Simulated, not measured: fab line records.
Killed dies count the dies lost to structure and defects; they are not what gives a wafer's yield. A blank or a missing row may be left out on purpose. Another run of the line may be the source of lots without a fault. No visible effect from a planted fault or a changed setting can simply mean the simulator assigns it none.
fab line records	flow n5-finfet	part 1 of 2: steps 1 to 15 of 25
[record] lots = 5	wafers = 15	last-day = 18
route steps=1938 shown BEOL_M3@945
lots that met no fault: taken from a fault-free run of the same line
start-h: start of the lot's first displayed wafer, in hours after the record's first day	wait-h: how many hours have passed since the lot's step before this one	" repeats the value in the row above	L1.1+2: a single row standing in for several wafers	- either no value or no given start	* or withheld: withheld	< > ~ a bound
route shown NAME@n: names a module that has steps shown in the file, with the first one's number in the route	usual: the fault-free wafers' mean and standard deviation	same: alike in all rows	chamber/n: place in a boat	sites: each site's reading	_std_site: how widely they spread, as a standard deviation	_edge_site: inner sites' mean taken away from outer sites' mean	radius-mm: how far each site lies from the wafer's centre	mask NAME#n: copy n	behind: the tool/chamber that last shaped the wafer	hold: why the lot went on hold/how many hours it stayed there/how the hold came to an end	device: names the non-switching transistor (n, p or np)	end of line: tests run on the same wafers once the route is complete	step lacking rows: just its recipe	killed: the dies lost at the first sort to structure and to defects; this is not the yield of the wafer	map: dies across one wafer; x = killed, . = not, _ = none there
set.NAME: the run value of the setting; set.NAME@STEP: its run value at that earlier step	model.NAME: the simulator's own value behind a step, which no gauge read
lots seen at some steps along the route; tables by step, rows by wafer
services: a tool's chamber out of use, with start hour (start-h, from the record's first day; less than 0 if before it), hours out, and reason
[[steps]]
[step N5_BEOL_M3_OVL_MEAS_12]
[recipe] points-per-wafer = 522
[usual] M3_OVL = 0.2/0.72
[same] points-per-wafer = 522
lot.wafer	tool	chamber	start-h	wait-h	M3_OVL[nm]
L078.2	overlay-01	0	168.86	0.0	0.8
L078.5	"	0	"	"	0.6
L078.6	"	0	"	"	0.7
L081.2	overlay-01	0	189.63	0.0	0.5
L081.4	"	0	"	"	0.8
L081.5	"	0	"	"	0.8
L084.1	overlay-01	0	207.26	0.0	0.3
L084.2	"	0	"	"	-0.6
L084.4	"	0	"	"	-0.2
L091.2	overlay-02	0	254.31	0.0	1.3
L091.4	"	0	"	"	0.1
L091.5	"	0	"	"	1.3
L097.1	overlay-01	0	304.25	0.0	0.4
L097.3	"	0	"	"	0.3
L097.6	"	0	"	"	-0.7
[step N5_BEOL_M3_INSPECT_13]
[recipe] mode = adi	inspect-instrument = brightfield
[usual] raw-defect-count = 419/92
lot.wafer	tool	chamber	start-h	wait-h	raw-defect-count
L078.2	defect-inspect-01	-	168.91	0.0	349
L078.5	"	-	"	"	358
L078.6	"	-	"	"	406
L081.2	defect-inspect-01	-	189.69	0.0	406
L081.4	"	-	"	"	359
L081.5	"	-	"	"	561
L084.1	defect-inspect-01	-	207.32	0.1	426
L084.2	"	-	"	"	387
L084.4	"	-	"	"	403
L091.2	defect-inspect-02	-	254.36	0.0	305
L091.4	"	-	"	"	422
L091.5	"	-	"	"	514
L097.1	defect-inspect-02	-	304.31	0.1	509
L097.3	"	-	"	"	533
L097.6	"	-	"	"	365
[step N5_BEOL_M3_DESCUM_16]
[recipe] chemistry = O2	time-s = 7	source-power-w = 50	bias-power-w = 20	pressure-mtorr = 20	rf-frequency-hz = 2.712e+07	temp-c = 40	resist = CAR-EUV	o2-flow-sccm = 225
[usual] drypump-motor-current-A = 5.8/0.48	oes-product-au = 0.71/0.046	rf-vpp-V = 243.7/1.2	showerhead-plenum-p-Torr = 2.13/0.057	throttle-valve-pct = 20.51/0.17
lot.wafer	tool	chamber	start-h	wait-h	drypump-motor-current-A	oes-product-au	rf-hours-counter-h	rf-vpp-V	showerhead-plenum-p-Torr	throttle-valve-pct
L078.2	rie-diel-05	3	168.95	0.0	6.0	0.66	221	244.2	2.07	20.56
L078.5	"	2	"	"	6.3	0.73	-	242.8	2.17	20.37
L078.6	"	1	"	"	5.1	0.70	-	245.6	2.17	20.57
L081.2	rie-diel-05	3	189.72	0.0	6.1	0.66	226	242.8	2.07	20.56
L081.4	"	0	"	"	5.3	0.76	158	243.2	2.17	20.16
L081.5	"	1	"	"	5.1	0.70	-	245.2	2.17	20.59
L084.1	rie-diel-05	3	207.69	0.4	6.0	0.66	231	241.8	2.07	20.57
L084.2	"	0	"	"	5.3	0.74	164	243.6	2.17	20.19
L084.4	"	1	"	"	5.1	0.69	198	244.4	2.17	20.60
L091.2	rie-diel-06	2	255.37	1.0	6.7	0.77	157	241.7	2.02	20.50
L091.4	"	0	"	"	5.7	0.68	221	244.5	2.19	20.59
L091.5	"	0	"	"	5.7	0.68	-	243.2	2.19	20.55
L097.1	rie-diel-06	0	304.51	0.2	5.8	0.68	236	244.9	2.18	20.59
L097.3	"	3	"	"	5.2	0.71	244	240.5	1.99	20.67
L097.6	"	0	"	"	5.7	0.68	-	242.9	2.18	20.59
[step N5_BEOL_M3_ETCH_74]
[recipe] chemistry = N2/H2	target = underlayer	target-depth-a = 65	mask-material = CAR-EUV	time-s = 5.2	ion-energy-ev = 200	pressure-mtorr = 30	source-w = 840	bias-w = 150	n2-flow-sccm = 200	h2-flow-sccm = 200	ends = cleared
[usual] bias-w = 150.1/0.44	drypump-motor-current-A = 5.8/0.48	etch-rf-on-time-s = 5.20/0.16	n2-flow-sccm = 200.0/0.6	oes-product-au = 0.61/0.04	rf-vpp-V = 525.1/2.3	showerhead-plenum-p-Torr = 2.59/0.076	throttle-valve-pct = 17.99/0.26
lot.wafer	tool	chamber	start-h	wait-h	bias-w	drypump-motor-current-A	etch-rf-on-time-s	n2-flow-sccm	oes-product-au	rf-hours-counter-h	rf-vpp-V	showerhead-plenum-p-Torr	throttle-valve-pct
L078.2	rie-diel-05	3	168.98	0.0	149.7	6.0	4.96	198.4	0.59	221	523.3	2.52	18.09
L078.5	"	2	"	"	150.8	6.4	5.18	199.3	0.64	-	526.2	2.64	17.94
L078.6	"	1	"	"	150.6	5.1	5.31	200.1	0.59	-	526.9	2.66	18.21
L081.2	rie-diel-05	3	189.76	0.0	149.5	6.1	5.05	200.2	0.59	226	522.5	2.52	18.10
L081.4	"	0	"	"	150.3	5.3	4.97	200.2	0.65	158	525.2	2.64	17.56
L081.5	"	1	"	"	150.0	5.1	5.39	200.1	0.59	-	528.8	2.66	18.21
L084.1	rie-diel-05	3	207.72	0.0	150.7	6.0	4.98	199.9	0.58	231	522.2	2.51	18.10
L084.2	"	0	"	"	150.1	5.3	4.89	200.7	0.66	164	525.1	2.63	17.59
L084.4	"	1	"	"	149.6	5.1	5.36	200.6	0.60	198	525.3	2.65	18.24
L091.2	rie-diel-06	2	255.40	0.0	150.2	6.7	5.23	200.7	0.65	157	523.5	2.44	17.97
L091.4	"	0	"	"	150.9	5.7	5.42	200.5	0.59	221	526.6	2.62	17.83
L091.5	"	0	"	"	150.6	5.8	5.41	200.1	0.58	-	524.3	2.62	17.84
L097.1	rie-diel-06	0	304.54	0.0	150.0	5.7	5.36	199.1	0.57	236	524.1	2.61	17.86
L097.3	"	3	"	"	149.9	5.2	5.15	200.4	0.60	244	519.4	2.39	17.84
L097.6	"	0	"	"	149.6	5.7	5.37	199.8	0.57	-	528.3	2.61	17.86
[step N5_BEOL_M3_ETCH_63]
[recipe] chemistry = CF4	target = SiARC	target-depth-a = 156	mask-material = CAR-EUV	time-s = 26	ion-energy-ev = 80	pressure-mtorr = 40	source-w = 545	bias-w = 36	Ar_flow_sccm = 100	cf4-flow-sccm = 100	ends = cleared
[usual] bias-w = 36.00/0.1	cf4-flow-sccm = 99.97/0.3	drypump-motor-current-A = 5.8/0.48	etch-rf-on-time-s = 26.0/0.76	mfc-ar-sccm = 100.0/0.31	oes-product-au = 0.61/0.04	rf-vpp-V = 184.5/1.1	showerhead-plenum-p-Torr = 2.18/0.054	throttle-valve-pct = 15.69/0.19
lot.wafer	tool	chamber	start-h	wait-h	bias-w	cf4-flow-sccm	drypump-motor-current-A	etch-rf-on-time-s	mfc-ar-sccm	oes-product-au	rf-hours-counter-h	rf-vpp-V	showerhead-plenum-p-Torr	throttle-valve-pct
L078.2	rie-diel-05	3	169.00	0.0	36.17	100.00	6.0	25.2	99.9	0.59	221	183.2	2.13	15.80
L078.5	"	2	"	"	36.07	99.99	6.3	26.4	100.2	0.63	-	185.4	2.20	15.44
L078.6	"	1	"	"	35.97	99.81	5.1	26.6	100.2	0.60	-	184.6	2.23	15.85
L081.2	rie-diel-05	3	189.77	0.0	36.01	98.99	6.0	25.5	100.4	0.59	226	182.9	2.13	15.81
L081.4	"	0	"	"	36.19	99.82	5.3	24.8	99.8	0.66	158	184.9	2.24	15.48
L081.5	"	1	"	"	35.93	100.34	5.1	26.8	99.4	0.59	-	185.7	2.23	15.85
L084.1	rie-diel-05	3	207.74	0.0	35.86	99.78	6.0	25.5	99.3	0.58	231	183.0	2.13	15.83
L084.2	"	0	"	"	36.10	99.83	5.3	24.7	100.1	0.66	164	185.7	2.23	15.47
L084.4	"	1	"	"	35.99	100.50	5.1	26.4	100.2	0.60	198	184.7	2.22	15.87
L091.2	rie-diel-06	2	255.42	0.0	35.99	99.29	6.8	26.2	100.0	0.64	157	183.0	2.07	15.71
L091.4	"	0	"	"	35.96	99.68	5.7	27.2	99.9	0.57	221	183.6	2.18	15.48
L091.5	"	0	"	"	35.99	99.60	5.7	27.1	99.8	0.57	-	183.7	2.18	15.50
L097.1	rie-diel-06	0	304.56	0.0	36.00	100.01	5.7	26.7	100.6	0.58	236	184.7	2.18	15.51
L097.3	"	3	"	"	36.00	100.03	5.2	25.6	99.9	0.61	244	182.9	2.05	15.88
L097.6	"	0	"	"	35.94	100.23	5.7	26.9	100.2	0.57	-	184.6	2.18	15.52
[step N5_BEOL_M3_ETCH_64]
[recipe] chemistry = N2/H2	target = SOC	target-depth-a = 750	overetch-a = 150	mask-material = SiARC	temp-c = 40	time-s = 112.5	ion-energy-ev = 200	pressure-mtorr = 30	source-w = 840	bias-w = 150	n2-flow-sccm = 200	h2-flow-sccm = 200
[usual] bias-w = 150.0/0.46	drypump-motor-current-A = 5.8/0.48	n2-flow-sccm = 200.1/0.56	oes-product-au = 0.57/0.034	rf-vpp-V = 525.1/2.2	showerhead-plenum-p-Torr = 2.59/0.076	throttle-valve-pct = 17.95/0.26
lot.wafer	tool	chamber	start-h	wait-h	bias-w	drypump-motor-current-A	n2-flow-sccm	oes-product-au	rf-hours-counter-h	rf-vpp-V	showerhead-plenum-p-Torr	throttle-valve-pct
L078.2	rie-diel-05	3	169.03	0.0	150.3	6.1	199.4	0.54	221	524.9	2.52	18.03
L078.5	"	2	"	"	150.4	6.4	200.3	0.58	-	525.9	2.64	17.90
L078.6	"	1	"	"	149.6	5.1	200.4	0.56	-	525.7	2.66	18.17
L081.2	rie-diel-05	3	189.80	0.0	149.5	6.0	199.6	0.54	226	522.3	2.52	18.04
L081.4	"	0	"	"	149.7	5.3	199.0	0.60	158	526.1	2.64	17.54
L081.5	"	1	"	"	149.8	5.1	200.0	0.56	-	527.2	2.66	18.18
L084.1	rie-diel-05	3	207.77	0.0	150.5	6.1	199.9	0.54	231	523.0	2.51	18.04
L084.2	"	0	"	"	150.5	5.3	200.6	0.59	164	527.7	2.63	17.54
L084.4	"	1	"	"	149.6	5.1	200.2	0.55	198	527.4	2.65	18.17
L091.2	rie-diel-06	2	255.45	0.0	150.3	6.7	199.7	0.60	157	521.1	2.44	17.94
L091.4	"	0	"	"	150.5	5.7	199.9	0.55	221	525.3	2.62	17.80
L091.5	"	0	"	"	149.6	5.7	199.7	0.55	-	525.7	2.62	17.80
L097.1	rie-diel-06	0	304.59	0.0	149.2	5.7	200.1	0.53	236	524.3	2.61	17.80
L097.3	"	3	"	"	150.1	5.2	199.9	0.56	244	519.7	2.39	17.81
L097.6	"	0	"	"	149.9	5.7	200.6	0.54	-	526.2	2.61	17.81
[step N5_BEOL_M3_STRIP_65]
[recipe] chemistry = N2/H2	temp-c = 40	n2-flow-sccm = 200	h2-flow-sccm = 200	rf-frequency-hz = 6e+07
lot.wafer	tool	chamber	start-h	wait-h
L078.2+5+6	rie-diel-05	3,2,1	169.13	0.1
L081.2+4+5	rie-diel-05	3,0,1	189.91	0.1
L084.1+2+4	rie-diel-05	3,0,1	207.87	0.1
L091.2+4+5	rie-diel-06	2,0,0	255.55	0.1
L097.1+3+6	rie-diel-06	0,3,0	304.70	0.1
[step N5_BEOL_M3_STRIP_75]
[recipe] chemistry = N2/H2	temp-c = 40	n2-flow-sccm = 200	h2-flow-sccm = 200	rf-frequency-hz = 6e+07
lot.wafer	tool	chamber	start-h	wait-h
L078.2+5+6	rie-diel-05	3,2,1	169.14	0.0
L081.2+4+5	rie-diel-05	3,0,1	189.92	0.0
L084.1+2+4	rie-diel-05	3,0,1	207.88	0.0
L091.2+4+5	rie-diel-06	2,0,0	255.56	0.0
L097.1+3+6	rie-diel-06	0,3,0	304.71	0.0
[step N5_BEOL_M3_STRIP_66]
[recipe] chemistry = CF4	resist = SiARC	power-w = 300	bias-power-w = 75	pressure-mtorr = 50	cf4-flow-sccm = 150	rf-frequency-hz = 6e+07
[usual] cf4-flow-sccm = 150.0/0.45	drypump-motor-current-A = 5.8/0.48	oes-product-au = 0.71/0.042	rf-vpp-V = 271.8/1.2	showerhead-plenum-p-Torr = 1.82/0.045	throttle-valve-pct = 13.67/0.18
lot.wafer	tool	chamber	start-h	wait-h	cf4-flow-sccm	drypump-motor-current-A	oes-product-au	rf-hours-counter-h	rf-vpp-V	showerhead-plenum-p-Torr	throttle-valve-pct
L078.2	rie-diel-05	3	169.15	0.0	149.8	6.0	0.67	221	269.7	1.77	13.73
L078.5	"	2	"	"	150.1	6.3	0.72	-	271.9	1.83	13.43
L078.6	"	1	"	"	149.3	5.1	0.70	-	272.8	1.86	13.79
L081.2	rie-diel-05	3	189.93	0.0	150.5	6.1	0.67	226	271.0	1.77	13.75
L081.4	"	0	"	"	149.8	5.3	0.74	158	272.9	1.88	13.49
L081.5	"	1	"	"	150.4	5.1	0.70	-	272.6	1.86	13.82
L084.1	rie-diel-05	3	207.89	0.0	149.5	6.0	0.67	231	271.5	1.77	13.75
L084.2	"	0	"	"	150.3	5.3	0.74	164	274.0	1.88	13.49
L084.4	"	1	"	"	149.9	5.1	0.69	198	272.6	1.86	13.82
L091.2	rie-diel-06	2	255.57	0.0	150.5	6.8	0.76	157	269.7	1.73	13.66
L091.4	"	0	"	"	149.7	5.7	0.69	221	272.2	1.84	13.56
L091.5	"	0	"	"	149.8	5.7	0.69	-	271.3	1.84	13.56
L097.1	rie-diel-06	0	304.72	0.0	149.6	5.7	0.68	236	272.7	1.83	13.59
L097.3	"	3	"	"	149.0	5.1	0.70	244	269.3	1.73	13.89
L097.6	"	0	"	"	150.1	5.7	0.68	-	272.9	1.83	13.59
[step N5_BEOL_M3_HM_OPEN_17]
[recipe] chemistry = Cl2/BCl3	target-depth-a = 200	overetch-a = 60	target = TiN	mask-material = SOC	ion-energy-ev = 150	pressure-mtorr = 10	icp-w = 1000	bias-w = 126	Cl2_flow_sccm = 53.25	bcl3-flow-sccm = 21.75	Ar_flow_sccm = 25
[usual] bias-w = 126.0/0.4	drypump-motor-current-A = 5.4/0.36	he-backside-leak-sccm = 3.4/0.32	mfc-ar-sccm = 25.00/0.077	oes-product-au = 0.61/0.07	throttle-valve-pct = 22.19/0.29
lot.wafer	tool	chamber	start-h	wait-h	bias-w	drypump-motor-current-A	he-backside-leak-sccm	mfc-ar-sccm	oes-product-au	rf-hours-counter-h	throttle-valve-pct
L078.2	rie-metal-01	1	169.21	0.0	125.9	5.3	3.8	24.95	0.69	26	21.99
L078.5	"	0	"	"	126.8	5.9	3.4	24.94	0.57	-	22.43
L078.6	"	1	"	"	126.5	5.3	3.6	24.98	0.68	-	21.99
L081.2	rie-metal-01	0	190.00	0.1	125.7	5.9	3.2	24.92	0.57	-	22.44
L081.4	"	0	"	"	125.5	5.9	3.5	24.91	0.56	-	22.45
L081.5	"	0	"	"	126.3	5.8	3.3	24.95	0.57	-	22.45
L084.1	rie-metal-03	0	207.93	0.0	126.0	5.6	3.3	24.93	0.52	123	22.30
L084.2	"	1	"	"	126.1	6.0	3.0	25.04	0.67	42	21.53
L084.4	"	0	"	"	125.9	5.6	3.3	24.97	0.51	-	22.31
L091.2	rie-metal-01	0	255.62	0.0	126.1	5.9	3.3	24.89	0.57	93	22.46
L091.4	"	0	"	"	126.1	5.9	3.4	25.01	0.56	-	22.46
L091.5	"	1	"	"	125.7	5.3	3.8	24.95	0.69	-	21.97
L097.1	rie-metal-02	0	304.76	0.0	125.6	5.4	3.4	25.04	0.54	108	22.19
L097.3	"	0	"	"	126.0	5.3	3.3	25.02	0.55	-	22.18
L097.6	"	0	"	"	126.2	5.3	3.4	25.03	0.55	-	22.19
[step N5_BEOL_M3_STRIP_19]
[recipe] chemistry = O2	power-w = 400	temp-c = 40	pressure-mtorr = 30	rf-frequency-hz = 6e+07	bias-power-w = 0	overash-fraction = 0.2	o2-flow-sccm = 225
[usual] drypump-motor-current-A = 5.8/0.51	oes-product-au = 0.72/0.057	rf-vpp-V = 3.6/0.43	showerhead-plenum-p-Torr = 2.12/0.069	throttle-valve-pct = 16.77/0.15
lot.wafer	tool	chamber	start-h	wait-h	drypump-motor-current-A	oes-product-au	rf-hours-counter-h	rf-vpp-V	showerhead-plenum-p-Torr	throttle-valve-pct
L078.2	rie-diel-06	3	169.32	0.1	5.2	0.74	200	3.7	2.00	16.82
L078.5	"	2	"	"	6.7	0.79	-	2.9	2.03	16.72
L078.6	"	1	"	"	5.7	0.70	-	3.9	2.18	16.62
L081.2	rie-diel-03	1	190.17	0.1	6.4	0.68	234	3.5	2.15	16.84
L081.4	"	0	"	"	5.9	0.72	192	3.4	2.16	16.64
L081.5	"	2	"	"	5.7	0.78	-	3.6	2.13	16.99
L084.1	rie-diel-03	0	208.11	0.1	5.9	0.71	198	4.0	2.16	16.65
L084.2	"	1	"	"	6.4	0.68	240	3.1	2.15	16.86
L084.4	"	2	"	"	5.6	0.77	116	3.6	2.13	17.01
L091.2	rie-diel-05	3	255.73	0.1	6.1	0.65	245	3.2	2.07	16.89
L091.4	"	1	"	"	5.1	0.69	212	3.8	2.17	16.89
L091.5	"	2	"	"	6.4	0.71	-	3.9	2.17	16.66
L097.1	rie-diel-03	0	304.87	0.1	5.9	0.69	224	3.0	2.15	16.71
L097.3	"	3	"	"	5.9	1.00	1	4.1	2.14	16.62
L097.6	"	3	"	"	5.9	1.01	-	3.9	2.14	16.63
[step N5_BEOL_M3_CD_MEAS_18]
[recipe] pitch-nm = 36	target-cd-nm = 18
[usual] cd-nm = 17.9/0.46
lot.wafer	tool	chamber	start-h	wait-h	cd-nm
L078.2	cd-sem-02	-	169.39	0.1	17.8
L078.5	"	-	"	"	17.6
L078.6	"	-	"	"	18.1
L081.2	cd-sem-02	-	190.24	0.1	17.7
L081.4	"	-	"	"	17.8
L081.5	"	-	"	"	17.8
L084.1	cd-sem-03	-	208.18	0.0	17.5
L084.2	"	-	"	"	18.1
L084.4	"	-	"	"	17.0
L091.2	cd-sem-01	-	255.80	0.1	17.7
L091.4	"	-	"	"	18.7
L091.5	"	-	"	"	18.7
L097.1	cd-sem-01	-	304.94	0.0	18.2
L097.3	"	-	"	"	18.3
L097.6	"	-	"	"	17.8
[step N5_BEOL_M3_COAT_67]
[recipe] resist = SOC	temp-c = 250	time-s = 60	spin-rpm = 1500	resist-thk-nm = 60
[usual] exhaust-pa = 45.0/1	spin-speed-rpm = 1499.8/1.1
lot.wafer	tool	chamber	start-h	wait-h	exhaust-pa	spin-speed-rpm
L078.2	litho-track-04	0	169.42	0.0	42.4	1498.2
L078.5	"	0	"	"	44.3	1497.2
L078.6	"	0	"	"	44.7	1499.1
L081.2	litho-track-04	0	190.28	0.0	44.9	1499.2
L081.4	"	0	"	"	45.3	1500.7
L081.5	"	0	"	"	45.5	1501.1
L084.1	litho-track-05	0	208.22	0.0	45.3	1500.1
L084.2	"	0	"	"	44.4	1499.9
L084.4	"	0	"	"	46.1	1498.9
L091.2	litho-track-05	0	255.84	0.0	46.2	1501.2
L091.4	"	0	"	"	45.9	1498.1
L091.5	"	0	"	"	46.3	1501.1
L097.1	litho-track-05	0	304.97	0.0	46.1	1502.5
L097.3	"	0	"	"	44.9	1500.5
L097.6	"	0	"	"	45.5	1502.0
[step N5_BEOL_M3_COAT_68]
[recipe] resist = SiARC	temp-c = 220	time-s = 60	spin-rpm = 1500	resist-thk-nm = 12
[usual] exhaust-pa = 44.8/0.97	spin-speed-rpm = 1500.0/1.1
lot.wafer	tool	chamber	start-h	wait-h	exhaust-pa	spin-speed-rpm
L078.2	litho-track-04	0	-	-	44.6	1500.4
L078.5	"	0	"	"	45.9	1499.6
L078.6	"	0	"	"	45.9	1498.4
L081.2	litho-track-04	0	-	-	44.7	1500.3
L081.4	"	0	"	"	44.1	1501.5
L081.5	"	0	"	"	45.2	1499.9
L084.1	litho-track-05	0	-	-	45.6	1500.1
L084.2	"	0	"	"	46.8	1501.4
L084.4	"	0	"	"	46.1	1500.0
L091.2	litho-track-05	0	-	-	44.0	1502.5
L091.4	"	0	"	"	43.4	1500.7
L091.5	"	0	"	"	44.1	1500.4
L097.1	litho-track-05	0	-	-	43.5	1500.3
L097.3	"	0	"	"	45.2	1499.9
L097.6	"	0	"	"	45.1	1499.3
[step N5_BEOL_M3_COAT_76]
[recipe] resist = underlayer	temp-c = 205	time-s = 60	spin-rpm = 1500	resist-thk-nm = 5
[usual] exhaust-pa = 44.9/0.97	spin-speed-rpm = 1500.0/1.3
lot.wafer	tool	chamber	start-h	wait-h	exhaust-pa	spin-speed-rpm
L078.2	litho-track-04	0	-	-	43.5	1499.6
L078.5	"	0	"	"	41.9	1499.9
L078.6	"	0	"	"	42.5	1499.3
L081.2	litho-track-04	0	-	-	44.8	1500.6
L081.4	"	0	"	"	46.4	1499.1
L081.5	"	0	"	"	46.0	1498.8
L084.1	litho-track-05	0	-	-	46.0	1496.6
L084.2	"	0	"	"	47.3	1498.5
L084.4	"	0	"	"	46.2	1496.9
L091.2	litho-track-05	0	-	-	43.8	1500.5
L091.4	"	0	"	"	44.7	1500.2
L091.5	"	0	"	"	43.3	1499.3
L097.1	litho-track-05	0	-	-	44.9	1502.0
L097.3	"	0	"	"	43.8	1499.8
L097.6	"	0	"	"	44.0	1500.9
